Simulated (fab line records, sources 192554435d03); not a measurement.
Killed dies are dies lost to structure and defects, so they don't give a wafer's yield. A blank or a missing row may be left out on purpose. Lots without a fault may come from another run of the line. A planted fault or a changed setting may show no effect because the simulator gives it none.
Chamber matching | flow n5_finfet | N5_PASSIVATION_DESCUM_32 on rie_diel-05: 4 sister chambers
The step chemistry O2, time 7.9 s. 8 wafers are shown with their chamber, then 9 later ones without.

WAFERS WITH THEIR CHAMBER
wafer  | chamber | drypump_motor_current_A (A) | showerhead_plenum_p_Torr (Torr)
L080.3 | 3       | 6.5                         | 2.15
L080.5 | 3       | 6.6                         | 2.15
L091.1 | 2       | 5.8                         | 2.12
L091.2 | 0       | 6.3                         | 2.11
L091.3 | 1       | 5.4                         | 2.21
L092.1 | 2       | 5.8                         | 2.12
L092.2 | 1       | 5.4                         | 2.20
L092.5 | 0       | 6.3                         | 2.11

WAFERS WITHOUT THEIR CHAMBER
wafer  | drypump_motor_current_A (A) | showerhead_plenum_p_Torr (Torr)
L089.1 | 5.7                         | 2.12
L089.2 | 5.4                         | 2.20
L089.3 | 6.3                         | 2.11
L082.1 | 6.3                         | 2.10
L082.3 | 5.4                         | 2.20
L082.6 | 5.4                         | 2.20
L093.1 | 6.3                         | 2.10
L093.4 | 5.7                         | 2.12
L093.5 | 5.7                         | 2.12

WHICH CHAMBER EACH WENT THROUGH
wafer  | from the rows above | in truth
L089.1 | 2                   | 2
L089.2 | 1                   | 1
L089.3 | 0                   | 0
L082.1 | 0                   | 0
L082.3 | 1                   | 1
L082.6 | 1                   | 1
L093.1 | 0                   | 0
L093.4 | 2                   | 2
L093.5 | 2                   | 2
Placed correctly: 9 of 9. Can't be placed from these rows: 0. Placed wrongly: 0.
How it was worked out, from the rows above alone: a wafer's distance from a chamber is the root of the sum, over the readings, of the square of ((its reading less the chamber's mean) divided by the reading's scatter). The wafer belongs to the nearest chamber; if the next one is less than 2 further off, it can't be placed. A chamber's mean is the mean of its shown wafers. The scatter: the root of (the sum of the squares of (reading less its chamber's mean) over the shown wafers, divided by (wafers less chambers)).
